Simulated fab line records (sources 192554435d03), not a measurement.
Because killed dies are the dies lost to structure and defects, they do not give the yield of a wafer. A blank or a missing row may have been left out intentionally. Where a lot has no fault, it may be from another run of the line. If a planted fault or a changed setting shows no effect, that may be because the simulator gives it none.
fab line records	flow n5-finfet
[record] lots = 7	wafers = 18	last-day = 17
route steps=1938 shown BEOL_M1@785 BEOL_M4@1111 PASSIVATION@1936
lots that met no fault: taken from a fault-free run of the same line
start-h: the number of hours between the record's first day and the start of the first shown wafer of the lot	wait-h: hours since the lot's step before	" identical to the entry in the row above	L1.1+2: one row covering several wafers at once	- value missing, or start not given	* or withheld: withheld	< > ~ a bound
route shown NAME@n: names a module that has steps shown in the file, with the first one's number in the route	usual: the fault-free wafers' mean and standard deviation	same: alike in all rows	chamber/n: place in a boat	sites: per-site readings	_std_site: the values' standard deviation	_edge_site: the outer-site mean with the inner-site mean subtracted	radius-mm: for every site, how far away it sits from the centre of the wafer	mask NAME#n: copy n	behind: tool/chamber where the wafer was last shaped	hold: what put the lot on hold/how long, in hours/how the hold closed	device: the transistor (n, p or np) that didn't switch	end of line: the same wafers' tests at the end of the route	where a step has no rows: the recipe by itself	killed: dies lost to structure and defects at the first sort, not the wafer's yield	map: a wafer's dies, x killed, . not, _ none there
set.NAME: the setting that was run; set.NAME@STEP: the one run at that earlier step	model.NAME: the simulator's own value behind a step, which no gauge read
lots at selected steps of the route; one table per step, one row per wafer
services: a tool's chamber out of use, with start hour (start-h, from the record's first day; less than 0 if before it), hours out, and reason
[[steps]]
[step N5_BEOL_M1_DEVELOP_27]
[recipe] develop-time-s = 30	developer = TMAH	resist = CAR-EUV	rinse-liquid = surfactant-rinse	dry = air-spin	dev-temp-c = 23
[step N5_BEOL_M1_CD_MEAS_28]
[recipe] landing-energy-ev = 500	detector = se-inlens	target-cd-y-nm = 23.3
[usual] cd-nm = 24.00/0.27
lot.wafer	tool	chamber	start-h	wait-h	cd-nm
L479.1	cd-sem-01	0	124.78	-	23.75
L479.5	"	0	"	"	23.81
L479.6	"	0	"	"	23.81
L488.2	cd-sem-03	0	176.31	-	23.89
L488.4	"	0	"	"	24.07
L488.6	"	0	"	"	23.11
L490.2	cd-sem-03	0	188.87	-	24.21
L490.6	"	0	"	"	24.10
L493.4	cd-sem-03	0	203.56	-	24.18
L493.5	"	0	"	"	24.14
L492.2	cd-sem-03	0	204.58	-	23.55
L492.6	"	0	"	"	23.81
L499.3	cd-sem-01	0	238.17	-	24.12
L499.5	"	0	"	"	24.68
L499.6	"	0	"	"	23.95
L502.3	cd-sem-03	0	263.51	-	23.71
L502.4	"	0	"	"	24.03
L502.5	"	0	"	"	24.05
[step N5_BEOL_M1_OVL_MEAS_29]
[recipe] points-per-wafer = 522
[usual] V0_OVL = 0.0/0.71
lot.wafer	tool	chamber	start-h	wait-h	V0_OVL[nm]
L479.1	overlay-02	0	124.81	0.0	1.2
L479.5	"	0	"	"	1.0
L479.6	"	0	"	"	1.4
L488.2	overlay-01	0	176.35	0.0	-0.3
L488.4	"	0	"	"	0.3
L488.6	"	0	"	"	0.6
L490.2	overlay-01	0	188.91	0.0	-0.4
L490.6	"	0	"	"	-0.1
L493.4	overlay-02	0	203.60	0.0	2.2
L493.5	"	0	"	"	1.9
L492.2	overlay-02	0	204.61	0.0	-0.5
L492.6	"	0	"	"	-0.4
L499.3	overlay-01	0	238.20	0.0	0.2
L499.5	"	0	"	"	0.3
L499.6	"	0	"	"	-0.1
L502.3	overlay-02	0	263.55	0.0	-1.0
L502.4	"	0	"	"	-1.4
L502.5	"	0	"	"	-0.8
[step N5_BEOL_M1_INSPECT_30]
[recipe] mode = adi	inspect-instrument = brightfield
[usual] raw-defect-count = 391/84
lot.wafer	tool	chamber	start-h	wait-h	raw-defect-count
L479.1	defect-inspect-01	-	124.87	0.1	335
L479.5	"	-	"	"	383
L479.6	"	-	"	"	286
L488.2	defect-inspect-02	-	176.40	0.0	404
L488.4	"	-	"	"	265
L488.6	"	-	"	"	298
L490.2	defect-inspect-02	-	188.96	0.0	495
L490.6	"	-	"	"	398
L493.4	defect-inspect-01	-	203.64	0.0	518
L493.5	"	-	"	"	316
L492.2	defect-inspect-01	-	204.66	0.0	464
L492.6	"	-	"	"	413
L499.3	defect-inspect-01	-	238.25	0.0	330
L499.5	"	-	"	"	379
L499.6	"	-	"	"	281
L502.3	defect-inspect-01	-	263.60	0.0	268
L502.4	"	-	"	"	268
L502.5	"	-	"	"	306
[step N5_BEOL_M1_DESCUM_33]
[recipe] chemistry = O2	time-s = 7	source-power-w = 50	bias-power-w = 20	pressure-mtorr = 20	rf-frequency-hz = 2.712e+07	temp-c = 40	resist = CAR-EUV	o2-flow-sccm = 225
[usual] drypump-motor-current-A = 5.8/0.53	o2-flow-sccm = 225.0/0.74	oes-product-au = 0.79/0.063	rf-vpp-V = 243.2/1.2	showerhead-plenum-p-Torr = 2.10/0.048	throttle-valve-pct = 20.37/0.2
lot.wafer	tool	chamber	start-h	wait-h	drypump-motor-current-A	o2-flow-sccm	oes-product-au	rf-hours-counter-h	rf-vpp-V	showerhead-plenum-p-Torr	throttle-valve-pct
L479.1	rie-diel-02	2	124.90	0.0	6.5	224.1	0.73	147	244.8	2.13	20.73
L479.5	"	0	"	"	5.4	225.3	0.91	-	243.0	2.08	20.06
L479.6	"	1	"	"	5.7	224.7	0.82	-	241.2	2.03	20.25
L488.2	rie-diel-02	1	176.43	0.0	5.7	225.2	0.81	90	242.2	2.02	20.27
L488.4	"	3	"	"	5.4	225.0	0.75	161	243.2	2.09	20.64
L488.6	"	3	"	"	5.4	225.5	0.76	-	242.0	2.09	20.66
L490.2	rie-diel-03	3	188.99	0.0	6.7	227.2	0.82	90	243.2	2.12	20.28
L490.6	"	1	"	"	4.7	226.3	0.90	-	244.5	2.14	20.19
L493.4	rie-diel-03	0	203.69	0.0	5.3	225.0	0.82	-	242.0	2.04	20.50
L493.5	"	1	"	"	4.8	225.7	0.89	-	244.5	2.14	20.21
L492.2	rie-diel-05	0	204.78	0.1	5.8	224.7	0.72	229	243.3	2.04	20.29
L492.6	"	2	"	"	5.9	223.5	0.81	-	244.0	2.12	20.27
L499.3	rie-diel-03	0	238.29	0.0	5.3	224.5	0.82	95	241.0	2.04	20.50
L499.5	"	0	"	"	5.3	226.0	0.81	-	241.7	2.04	20.49
L499.6	"	1	"	"	4.8	225.1	0.89	-	243.9	2.14	20.22
L502.3	rie-diel-05	0	263.65	0.1	5.8	223.9	0.70	248	242.3	2.04	20.31
L502.4	"	1	"	"	5.6	224.6	0.72	188	244.2	2.15	20.26
L502.5	"	1	"	"	5.6	224.0	0.72	-	244.1	2.15	20.26
[step N5_BEOL_M1_ETCH_77]
[recipe] chemistry = N2/H2	target = underlayer	target-depth-a = 65	mask-material = CAR-EUV	time-s = 5.2	ion-energy-ev = 200	pressure-mtorr = 30	source-w = 840	bias-w = 150	n2-flow-sccm = 200	h2-flow-sccm = 200	ends = cleared
[step N5_BEOL_M1_ETCH_69]
[recipe] chemistry = CF4	target = SiARC	target-depth-a = 156	mask-material = CAR-EUV	time-s = 26	ion-energy-ev = 80	pressure-mtorr = 40	source-w = 545	bias-w = 36	Ar_flow_sccm = 100	cf4-flow-sccm = 100	ends = cleared
[usual] bias-w = 36.00/0.1	drypump-motor-current-A = 5.8/0.52	etch-rf-on-time-s = 25.7/0.6	oes-product-au = 0.68/0.059	rf-vpp-V = 184.0/0.88	showerhead-plenum-p-Torr = 2.15/0.045	throttle-valve-pct = 15.53/0.18
lot.wafer	tool	chamber	start-h	wait-h	bias-w	drypump-motor-current-A	etch-rf-on-time-s	oes-product-au	rf-hours-counter-h	rf-vpp-V	showerhead-plenum-p-Torr	throttle-valve-pct
L479.1	rie-diel-02	2	124.95	0.0	35.98	6.4	26.3	0.62	147	184.9	2.14	15.74
L479.5	"	0	"	"	36.05	5.4	24.8	0.79	-	185.7	2.09	15.00
L479.6	"	1	"	"	35.94	5.7	25.5	0.70	-	183.6	2.08	15.40
L488.2	rie-diel-02	1	176.48	0.0	35.76	5.7	25.2	0.69	90	184.0	2.07	15.42
L488.4	"	3	"	"	36.02	5.4	26.3	0.63	161	183.4	2.11	15.69
L488.6	"	3	"	"	35.82	5.4	26.3	0.64	-	183.0	2.11	15.67
L490.2	rie-diel-03	3	189.04	0.0	35.92	6.7	25.0	0.70	90	183.1	2.16	15.39
L490.6	"	1	"	"	36.21	4.8	25.4	0.77	-	184.2	2.19	15.40
L493.4	rie-diel-03	0	203.75	0.0	36.19	5.3	25.2	0.72	-	183.1	2.08	15.47
L493.5	"	1	"	"	36.05	4.8	25.4	0.77	-	184.5	2.19	15.42
L492.2	rie-diel-05	0	204.83	0.0	36.06	5.9	26.6	0.60	229	183.5	2.12	15.70
L492.6	"	2	"	"	36.00	5.9	25.1	0.70	-	183.2	2.16	15.41
L499.3	rie-diel-03	0	238.34	0.0	35.91	5.3	25.6	0.70	95	183.3	2.08	15.50
L499.5	"	0	"	"	35.95	5.3	25.3	0.70	-	183.3	2.08	15.50
L499.6	"	1	"	"	35.98	4.8	25.5	0.75	-	184.8	2.18	15.44
L502.3	rie-diel-05	0	263.70	0.0	36.11	5.8	26.6	0.59	248	183.7	2.11	15.75
L502.4	"	1	"	"	35.75	5.7	26.1	0.61	189	185.3	2.20	15.48
L502.5	"	1	"	"	35.91	5.7	26.2	0.61	-	184.3	2.20	15.49
[step N5_BEOL_M1_ALD_98]
[recipe] material = SiO2	target-thk-a = 25	temp-c = 100	ald-precursor-family = BDEAS	ald-co-reactant = O2-plasma	pulse-time-s = 1	co-reactant-pulse-time-s = 1	purge-time-s = 2	co-reactant-purge-time-s = 2	ald-cycles = 17	pressure-torr = 2
[usual] heater-power-w = 78/5.6	precursor-pulse-height-rel = 1.000/0.019	susceptor-temp-C = 99.99/0.13
lot.wafer	tool	chamber	start-h	wait-h	heater-power-w	precursor-pulse-height-rel	since-wet-clean-h	susceptor-temp-C
L479.1	ald-sin-03	0	125.03	0.1	80	1.008	26	100.10
L479.5	"	3	"	"	81	1.026	-	99.94
L479.6	"	2	"	"	83	1.013	-	99.81
L488.2	ald-sin-02	3	177.12	0.6	71	1.050	273	99.99
L488.4	"	3	"	"	71	1.013	-	100.04
L488.6	"	2	"	"	82	0.985	-	99.78
L490.2	ald-sin-02	2	190.23	1.2	83	1.014	287	99.97
L490.6	"	2	"	"	86	0.992	-	100.08
L493.4	ald-sin-02	3	203.81	0.0	72	0.984	300	100.06
L493.5	"	0	"	"	84	0.975	-	99.97
L492.2	ald-sin-01	1	204.91	0.1	78	0.988	14	99.82
L492.6	"	3	"	"	83	1.030	-	99.93
L499.3	ald-sin-02	1	238.42	0.1	76	1.015	335	100.02
L499.5	"	2	"	"	83	1.022	-	99.98
L499.6	"	0	"	"	83	0.978	-	99.99
L502.3	ald-sin-01	0	263.92	0.2	67	0.992	73	100.07
L502.4	"	2	"	"	73	0.991	73	100.00
L502.5	"	3	"	"	82	0.972	-	99.93
[step N5_BEOL_M1_ETCHBACK_99]
[recipe] chemistry = CHF3	target = SiO2	target-depth-a = 50	time-s = 10.4	source-w = 215	bias-w = 47	Ar_flow_sccm = 200	CHF3_flow_sccm = 12	ion-energy-ev = 100	pressure-mtorr = 30
[usual] bias-w = 47.01/0.14	drypump-motor-current-A = 5.7/0.53	oes-product-au = 0.79/0.072	rf-vpp-V = 243/5.3	showerhead-plenum-p-Torr = 2.14/0.042	throttle-valve-pct = 16.98/0.2
lot.wafer	tool	chamber	start-h	wait-h	bias-w	drypump-motor-current-A	oes-product-au	rf-hours-counter-h	rf-vpp-V	showerhead-plenum-p-Torr	throttle-valve-pct
L479.1	rie-diel-05	1	128.66	3.6	46.84	5.6	0.76	143	235	2.22	16.80
L479.5	"	0	"	"	46.96	5.8	0.72	-	247	2.13	17.10
L479.6	"	3	"	"	47.01	6.4	0.84	-	242	2.11	17.29
L488.2	rie-diel-02	3	182.92	5.7	46.81	5.4	0.75	163	247	2.11	17.11
L488.4	"	0	"	"	46.95	5.4	0.90	48	250	2.11	16.61
L488.6	"	2	"	"	46.99	6.4	0.71	-	240	2.14	17.22
L490.2	rie-diel-02	3	190.94	0.7	46.94	5.4	0.74	165	248	2.11	17.10
L490.6	"	0	"	"	47.13	5.4	0.90	-	251	2.11	16.61
L493.4	rie-diel-02	3	206.57	2.7	47.00	5.4	0.74	171	248	2.11	17.10
L493.5	"	3	"	"	47.18	5.4	0.75	-	250	2.11	17.12
L492.2	rie-diel-02	3	210.20	5.2	46.89	5.4	0.75	171	249	2.11	17.13
L492.6	"	3	"	"	46.91	5.4	0.74	-	247	2.11	17.13
L499.3	rie-diel-05	1	245.52	7.1	47.06	5.6	0.73	183	236	2.21	16.88
L499.5	"	0	"	"	47.19	5.9	0.70	-	246	2.12	17.13
L499.6	"	1	"	"	46.87	5.6	0.72	-	236	2.21	16.87
L502.3	rie-diel-03	3	265.48	1.5	47.13	6.6	0.78	114	238	2.14	16.75
L502.4	"	0	"	"	46.93	5.4	0.81	-	248	2.08	17.03
L502.5	"	1	"	"	47.17	4.8	0.86	-	247	2.19	16.85
[step N5_BEOL_M1_ETCH_70]
[recipe] chemistry = N2/H2	target = SOC	target-depth-a = 800	overetch-a = 160	mask-material = SiARC	temp-c = 40	time-s = 120	ion-energy-ev = 200	pressure-mtorr = 30	source-w = 840	bias-w = 150	n2-flow-sccm = 200	h2-flow-sccm = 200
[usual] bias-w = 150.0/0.5	drypump-motor-current-A = 5.8/0.54	oes-product-au = 0.60/0.05	rf-vpp-V = 523.8/1.9	showerhead-plenum-p-Torr = 2.54/0.053	throttle-valve-pct = 17.78/0.24
lot.wafer	tool	chamber	start-h	wait-h	bias-w	drypump-motor-current-A	oes-product-au	rf-hours-counter-h	rf-vpp-V	showerhead-plenum-p-Torr	throttle-valve-pct
L479.1	rie-diel-05	1	128.69	0.0	150.0	5.6	0.58	143	526.0	2.63	17.51
L479.5	"	0	"	"	150.2	5.8	0.56	-	524.6	2.51	17.89
L479.6	"	3	"	"	149.9	6.4	0.63	-	521.3	2.49	18.13
L488.2	rie-diel-02	3	182.96	0.0	149.5	5.4	0.57	163	522.9	2.56	18.23
L488.4	"	0	"	"	149.7	5.4	0.67	48	521.1	2.51	17.44
L488.6	"	2	"	"	150.2	6.4	0.55	-	524.3	2.52	17.84
L490.2	rie-diel-02	3	190.97	0.0	150.0	5.4	0.57	165	522.7	2.56	18.22
L490.6	"	0	"	"	150.3	5.4	0.67	-	523.3	2.51	17.44
L493.4	rie-diel-02	3	206.61	0.0	150.0	5.4	0.56	171	524.1	2.56	18.23
L493.5	"	3	"	"	149.9	5.4	0.57	-	523.5	2.56	18.22
L492.2	rie-diel-02	3	210.24	0.0	149.4	5.4	0.57	171	522.7	2.56	18.24
L492.6	"	3	"	"	149.5	5.4	0.57	-	524.6	2.56	18.25
L499.3	rie-diel-05	1	245.56	0.0	150.5	5.7	0.55	183	526.9	2.61	17.58
L499.5	"	0	"	"	150.0	5.9	0.54	-	523.7	2.50	17.95
L499.6	"	1	"	"	150.2	5.7	0.55	-	526.5	2.61	17.57
L502.3	rie-diel-03	3	265.52	0.0	149.2	6.6	0.60	114	524.6	2.56	17.69
L502.4	"	0	"	"	150.5	5.3	0.62	-	522.1	2.46	17.84
L502.5	"	1	"	"	149.6	4.8	0.66	-	523.8	2.60	17.65
[step N5_BEOL_M1_STRIP_71]
[recipe] chemistry = N2/H2	temp-c = 40	n2-flow-sccm = 200	h2-flow-sccm = 200	rf-frequency-hz = 6e+07
[step N5_BEOL_M1_STRIP_78]
[recipe] chemistry = N2/H2	temp-c = 40	n2-flow-sccm = 200	h2-flow-sccm = 200	rf-frequency-hz = 6e+07
[step N5_BEOL_M1_VIA_ETCH_34]
[recipe] chemistry = C4F6/O2	target-depth-a = 678	mask-material = SOC	pressure-mtorr = 15	ion-energy-ev = 250	taper-deg = 4	time-s = 64.4	source-w = 350	bias-w = 170	Ar_flow_sccm = 300	C4F6_flow_sccm = 10	O2_flow_sccm = 10
[usual] O2_flow_sccm = 10.00/0.032	bias-w = 169.9/0.49	drypump-motor-current-A = 5.8/0.54	oes-product-au = 0.79/0.072	rf-vpp-V = 671/14	showerhead-plenum-p-Torr = 2.83/0.054	throttle-valve-pct = 30.58/0.27
lot.wafer	tool	chamber	start-h	wait-h	O2_flow_sccm	bias-w	drypump-motor-current-A	oes-product-au	rf-hours-counter-h	rf-vpp-V	showerhead-plenum-p-Torr	throttle-valve-pct	model.etch.depth-nm	model.SOC_of_BEOL_M1_COAT_67.thk-nm
L479.1	rie-diel-05	1	128.80	0.0	10.02	169.4	5.6	0.76	143	650	2.93	30.36	67.92	52.2
L479.5	"	0	"	"	10.02	170.4	5.9	0.72	-	681	2.81	30.65	66.64	52
L479.6	"	3	"	"	10.02	170.6	6.4	0.85	-	667	2.79	31.25	69.08	51.6
L488.2	rie-diel-02	3	183.06	0.0	10.03	169.6	5.4	0.75	163	686	2.79	30.54	68.63	51.8
L488.4	"	0	"	"	10.01	170.2	5.4	0.89	48	690	2.79	30.32	70.03	52
L488.6	"	2	"	"	10.00	170.4	6.5	0.71	-	668	2.83	30.69	66.44	52.2
L490.2	rie-diel-02	3	191.07	0.0	10.02	169.7	5.4	0.57	165	684	2.79	30.49	41.27	55
L490.6	"	0	"	"	9.98	170.3	5.4	0.90	-	689	2.79	30.36	69.95	51.6
L493.4	rie-diel-02	3	206.71	0.0	10.04	170.6	5.4	0.56	171	687	2.79	30.50	41.5	55
L493.5	"	3	"	"	10.03	170.4	5.4	0.75	-	685	2.79	30.53	68.63	51.8
L492.2	rie-diel-02	3	210.34	0.0	10.02	170.2	5.4	0.56	172	685	2.79	30.51	41.84	55.4
L492.6	"	3	"	"	10.03	170.7	5.4	0.74	-	686	2.79	30.55	68.48	52.2
L499.3	rie-diel-05	1	245.66	0.0	10.03	169.4	5.7	0.71	183	648	2.91	30.38	66.51	52.6
L499.5	"	0	"	"	9.98	170.4	5.8	0.69	-	679	2.80	30.68	66	52.4
L499.6	"	1	"	"	10.02	170.3	5.6	0.71	-	649	2.91	30.40	66.31	52.4
L502.3	rie-diel-03	3	265.62	0.0	9.94	170.2	6.6	0.79	114	656	2.83	30.32	67.76	52.2
L502.4	"	0	"	"	9.96	170.1	5.3	0.81	-	686	2.76	30.91	67.82	52.2
L502.5	"	1	"	"	9.98	169.7	4.8	0.87	-	684	2.89	30.37	69.91	51.8
[step N5_BEOL_M1_STRIP_83]
[recipe] chemistry = C4F6/O2	resist = SiARC	rf-frequency-hz = 6e+07
[step N5_BEOL_M4_RC_MEAS_101]
[usual] DIBL_N = 36.0/2.2	DIBL_P = 35.9/2.6	IOFF_N = 0.16/0.038	IOFF_P = 0.21/0.042	ION_N = 675/15	ION_P = 463/10	SS_N = 71.5/0.62	SS_P = 73.2/0.76	VT_N = 250/4.1	VT_P = -251/3.6
lot.wafer	tool	chamber	start-h	wait-h	DIBL_N[mV/V]	DIBL_P[mV/V]	IOFF_N[nA/um]	IOFF_P[nA/um]	ION_N[uA/um]	ION_P[uA/um]	SS_N[mV/dec]	SS_P[mV/dec]	VT_N[mV]	VT_P[mV]
L479.1	prober-01	0	164.54	0.0	37.6	36.9	0.17	0.23	690	472	72.3	74.0	251	-250
L479.5	"	0	"	"	34.1	34.2	0.12	0.19	656	460	71.1	72.2	256	-249
L479.6	"	0	"	"	37.6	37.2	0.17	0.23	681	473	71.8	73.5	248	-248
L488.2	prober-02	0	216.01	0.2	37.0	34.9	0.14	0.16	671	449	71.9	73.1	254	-257
L488.4	"	0	"	"	36.9	36.5	0.16	0.19	683	458	72.4	73.1	252	-256
L488.6	"	0	"	"	34.9	33.9	0.11	0.15	661	445	71.1	73.0	256	-257
L490.2	prober-01	0	230.65	0.2	37.6	35.9	0.17	0.25	688	479	71.0	73.6	251	-247
L490.6	"	0	"	"	36.8	33.6	0.14	0.21	660	454	71.1	73.3	251	-249
L493.4	prober-02	0	247.78	0.5	37.0	36.6	0.16	0.25	671	471	71.9	73.8	247	-248
L493.5	"	0	"	"	35.4	33.0	0.13	0.17	663	461	70.8	72.3	254	-252
L492.2	prober-02	0	253.82	0.2	37.5	36.4	0.17	0.21	690	475	71.8	73.3	250	-251
L492.6	"	0	"	"	37.3	36.6	0.17	0.21	687	467	71.5	73.7	249	-247
L499.3	prober-02	0	293.88	0.3	35.8	36.7	0.17	0.21	692	470	71.0	73.0	248	-250
L499.5	"	0	"	"	35.7	36.8	0.16	0.21	664	456	71.4	73.1	251	-251
L499.6	"	0	"	"	39.5	40.8	0.26	0.29	706	482	72.5	75.1	245	-244
L502.3	prober-02	0	306.66	0.3	34.1	34.9	0.15	0.21	684	474	71.1	73.1	247	-249
L502.4	"	0	"	"	32.8	30.7	0.12	0.16	666	459	71.3	71.2	251	-253
L502.5	"	0	"	"	36.8	37.0	0.20	0.25	690	472	71.9	73.3	244	-245
[step N5_PASSIVATION_PROBE_49]
[usual] defect-limited-yield = 91.4/1.6	killed_at_M0_to_M3 = 35/10	killed_at_M4_up = 12/4.7	killed-at-contacts = 12/5.8	killed-at-front-end = 38/12	killed-at-other = 4/3.2	killed-dies = 102/18	killed-open = 68/14	killed-short = 32/8	sort_bin_5_function = 5.1/0.96	sort_bin_6_memory = 3.2/0.77	sort-n-pass = 1078/20	sort-yield-pct = 91.3/1.7
[same] gross-dies = 1180	killed-at-back-side = 0	sort_bin_4_leakage[%] = 0	sort_bin_8_speed[%] = 0
lot.wafer	tool	chamber	start-h	wait-h	defect-limited-yield[%]	killed_at_M0_to_M3	killed_at_M4_up	killed-at-contacts	killed-at-front-end	killed-at-other	killed-dies	killed-open	killed-short	sort_bin_5_function[%]	sort_bin_6_memory[%]	sort-n-pass	sort-yield-pct[%]
L493.4	prober-02	-	359.73	1.1	89.4	33	18	25	45	4	125	91	34	5.4	4.7	1055	89.4
L493.5	prober-02	-	359.78	1.1	90.0	43	11	17	42	5	118	94	24	5.5	4.2	1062	90.0
L492.2	prober-01	-	359.80	0.5	90.9	42	17	6	40	2	107	73	33	6.0	2.8	1073	90.9
// killed by level:class
L493.4 MOL_CONTACT_COAG:geometric-particle:open=21 FIN_SAQP:geometric-particle:open=14 BEOL_M2:geometric-particle:open=13 STI_FIN_REVEAL:geometric-particle:open=8 FIN_SAQP:geometric-particle:short=7 BEOL_M4:geometric-particle:open=6 BEOL_M1:geometric-particle:open=5 MOL_CONTACT_COAG:geometric-particle:short=4
L493.5 MOL_CONTACT_COAG:geometric-particle:open=15 FIN_SAQP:geometric-particle:open=14 BEOL_M1:geometric-particle:open=14 BEOL_M2:geometric-particle:open=14 DUMMY_GATE:geometric-particle:open=8 STI_FIN_REVEAL:geometric-particle:open=5 BEOL_M4:geometric-particle:open=5 BEOL_M0_SAQP:geometric-particle:open=4
L492.2 FIN_SAQP:geometric-particle:open=15 BEOL_M0_SAQP:geometric-particle:short=15 BEOL_M4:geometric-particle:open=12 BEOL_M0_SAQP:geometric-particle:open=10 STARTING-WAFER:geometric-particle:open=6 BEOL_M1:geometric-particle:open=6 FIN_SAQP:geometric-particle:short=5 STI_FIN_REVEAL:geometric-particle:open=5
[[services]]
tool	chamber	start-h	hours	kind
rie-diel-03	1	109.14	-	clean
rie-diel-03	1	109.14	-	consumable-replace:focus-ring
rie-diel-03	1	109.14	17.6	scheduled-down
rie-diel-03	1	109.14	17.6	vent-cycle
rie-diel-02	3	119.31	7.9	repair
rie-diel-05	-	122.19	0.2	repair
rie-diel-05	3	129.67	16.7	repair
ald-sin-01	1	144.50	5.2	repair
ald-sin-02	0	151.84	12.4	repair
rie-diel-05	-	159.80	1.1	repair
ald-sin-01	-	177.18	14.0	pm
rie-diel-03	2	189.48	14.7	repair
ald-sin-01	-	219.33	0.9	repair
ald-sin-01	2	224.79	3.5	repair
ald-sin-02	0	232.17	4.1	repair
ald-sin-01	-	235.40	0.5	repair
ald-sin-02	3	238.06	6.4	repair
rie-diel-02	-	249.58	2.8	pm
ald-sin-03	-	255.48	1.8	repair
ald-sin-03	1	260.56	3.2	repair
rie-diel-03	2	261.75	-	clean
rie-diel-03	2	261.75	-	consumable-replace:focus-ring
rie-diel-03	2	261.75	24.2	scheduled-down
ald-sin-02	-	263.74	4.6	repair
[[key]]
[first-sign] step = N5_BEOL_M1_VIA_ETCH_34	reading = oes-product-au	direction = down	sigmas = 3.1	usual = 0.79	struck = 0.56
effect none on later readings
[model-effect] step = N5_BEOL_M1_VIA_ETCH_34	value = etch.depth-nm	without = 68.26	struck = 41.54
met-at N5_BEOL_M1_VIA_ETCH_34
struck-wafers L490.2,L492.2,L493.4
onset-between 183.06 191.07
[fault] kind = process-parameter-drift	tool = rie-diel-02	chamber = -	onset-h = 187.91	steps = N5_BEOL_M1_VIA_ETCH_34	channel = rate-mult	offset = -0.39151	shape = step	end-h = 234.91	scope = struck-wafers-only
